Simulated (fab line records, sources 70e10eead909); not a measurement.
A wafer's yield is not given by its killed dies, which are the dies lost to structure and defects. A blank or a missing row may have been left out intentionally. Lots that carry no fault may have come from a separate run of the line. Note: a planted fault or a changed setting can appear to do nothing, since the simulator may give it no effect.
Problem report, 8D (eight disciplines) form, completed by code / flow nand_harc / the parts of the form that need people (team, actions taken, sign-off) are left out

== 1. WHAT WENT WRONG ==
Mean of killed_at_array at NHARC_END_SORT_01: 672 across 3 wafers in 2 lots; on wafers with no fault it is 59 (standard deviation 17). That puts it +36 standard deviations away from the usual mean.
The first sign was on wafer L789.4 at day 28 12:28, on prober-01. The record has a number at this step for 5 wafers belonging to 2 lots. The rule behind "out" and "out of limits": a value lying over 4 standard deviations away from the usual mean. The other wafers with a number count as sound.

== 2. WHAT IT IS; WHAT IT IS NOT ==
question=which readings at this step | is=killed_at_array, killed_dies | is not=killed_at_other, killed_at_periphery, killed_open, killed_short
question=which lots | is=L789, L792 | is not=-
question=which wafers of those lots | is=L789.4, L792.3, L792.4 | is not=L789.5, L789.6
question=read on which gauges | is=prober-01 | is not=-
question=when | is=from day 28 12:28 | is not=up to then (0 sound wafers); but 2 sound wafers of L789 came after

== 3. WHAT RULES OUT EACH SUSPECT ==
Counting: any tool at a process step up to the reading remains a suspect provided it ran every lot that is out. Sound lots after the first of them don't rule it out here, since some wafers of a struck lot are sound.
- the gauge at NHARC_END_SORT_01 has been ruled out. All the wafers that are out were read on prober-01, but those of them that NHARC_A_STAIRCASE_TRIM_22 has rows for are out there too, on other tools.
- rie_diel-01 at NHARC_A_STAIRCASE_ETCH_169 (etches the open film in CH3F/O2, target depth 50 nm, time 107.1 s): kept. It ran every lot that is out, first L789 (day 19 14:10).
- rie_diel-01 at NHARC_A_STAIRCASE_ETCH_13 (etches the open film in C4F8/O2, target depth 100 nm, time 40.5 s): kept. It ran every lot that is out, first L789 (day 19 17:05). NHARC_A_STAIRCASE_ETCH_13: start missing for some lots; hours and lot order therefore follow NHARC_A_STAIRCASE_TRIM_20.
- rie_diel-01 at NHARC_A_STAIRCASE_TRIM_20 (chemistry O2, time 211.2 s): kept. It ran every lot that is out, first L789 (day 19 17:05).
- rie_diel-01 at NHARC_A_STAIRCASE_TRIM_22 (chemistry O2, time 211.2 s): kept. It ran every lot that is out, first L789 (day 19 17:17). Its own readings are out on those wafers: run_length_s.
- At NHARC_A_STAIRCASE_ETCH_13, inside rie_diel-01: chamber 0 took the wafers that are out, while their sound lot-mates went through chambers 2, 3.
- Within rie_diel-01 at NHARC_A_STAIRCASE_TRIM_20: the wafers that are out ran in chambers 1, 2; their sound lot-mates ran in chambers 0, 3.
Left after counting: rie_diel-01 at NHARC_A_STAIRCASE_ETCH_169, rie_diel-01 at NHARC_A_STAIRCASE_ETCH_13, rie_diel-01 at NHARC_A_STAIRCASE_TRIM_20, rie_diel-01 at NHARC_A_STAIRCASE_TRIM_22.

== 4. THE CAUSE (what the simulator had put in) ==
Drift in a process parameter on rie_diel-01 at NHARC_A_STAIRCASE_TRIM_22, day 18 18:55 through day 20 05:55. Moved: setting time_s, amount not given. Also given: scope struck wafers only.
Counting leaves 4 suspects; this tool is one of them.

== 5. SEQUENCE OF EFFECTS, ordered by route ==
Rows list readings where the struck wafers' mean (over those with a number) sits beyond 3 standard deviations from the usual. Scope: only readings with a usual standard deviation given in the record; hours: median across lots of the time from each lot's start at the first step in this table that gives one to its start at this step; sigmas: change in usual standard deviations.
hours=0; step=NHARC_A_STAIRCASE_TRIM_22; reading=run_length_s; usual=232.7 s; on struck wafers=309.1; change=+76.4; sigmas=+99 or more
hours=217; step=NHARC_END_SORT_01; reading=killed_at_array; usual=59; on struck wafers=672; change=+613; sigmas=+36
hours=217; step=NHARC_END_SORT_01; reading=killed_dies; usual=63; on struck wafers=677; change=+614; sigmas=+34
Its process steps:
- NHARC_A_STAIRCASE_TRIM_22: chemistry O2, time 211.2 s.

== 6. HOW IT WOULD HAVE BEEN CAUGHT EARLIER ==
234 hours passed between the start of the fault at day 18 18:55 and the first reading out of limits at a measuring or inspecting step in this record, taken at day 28 12:28.
The tool's own readings at NHARC_A_STAIRCASE_TRIM_22 were out on every struck wafer that the step has a row for (run_length_s): an alarm limit on them would have fired on the first of those.
All the lots that are out (2) had begun NHARC_A_STAIRCASE_TRIM_22 on rie_diel-01 by day 28 12:28. None of them would have been spared by holding the tool at that moment.
